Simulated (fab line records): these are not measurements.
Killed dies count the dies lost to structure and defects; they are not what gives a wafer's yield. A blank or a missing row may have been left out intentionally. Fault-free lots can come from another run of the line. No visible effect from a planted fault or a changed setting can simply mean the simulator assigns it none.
Chamber matching | flow nand-harc | NHARC_A_CONTACT_ETCH_92 on rie-diel-01 has 4 sister chambers
The step etches the open film in CH3F/O2, target depth 40 nm, time 85.7 s. 4 wafers are shown with their chamber, then 8 later ones without.

== EACH WAFER AND ITS CHAMBER ==
wafer  | chamber | showerhead-plenum-p-Torr (Torr)
L084.2 | 3       | 2.61
L086.2 | 1       | 2.37
L086.3 | 2       | 2.62
L089.1 | 0       | 2.33

== WAFERS MISSING THEIR CHAMBER ==
wafer  | showerhead-plenum-p-Torr (Torr)
L089.2 | 2.60
L089.4 | 2.62
L093.1 | 2.36
L093.3 | 2.61
L093.5 | 2.61
L096.3 | 2.61
L096.4 | 2.32
L096.5 | 2.61

== WHICH CHAMBER EACH WENT THROUGH ==
wafer  | from the rows above     | in truth
L089.2 | can't be placed: 3 or 2 | 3
L089.4 | can't be placed: 2 or 3 | 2
L093.1 | 1                       | 1
L093.3 | can't be placed: 3 or 2 | 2
L093.5 | can't be placed: 3 or 2 | 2
L096.3 | can't be placed: 3 or 2 | 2
L096.4 | 0                       | 0
L096.5 | can't be placed: 3 or 2 | 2
Correctly placed: 2 of 8. From these rows, 6 cannot be placed; in 6 the true chamber is one of the candidates. Wrongly placed: 0.
How it was worked out, from the rows above alone: a wafer's distance from a chamber is the root of the sum, over the readings, of the square of ((its reading less the chamber's mean) divided by the reading's scatter). If the next closest chamber is less than 2 further off than the closest, the wafer can't be placed; otherwise it belongs to the closest. A chamber's mean is the mean of its shown wafers. The scatter: root of mean squared gap, hidden wafer to nearest shown wafer, with one shown wafer a chamber.
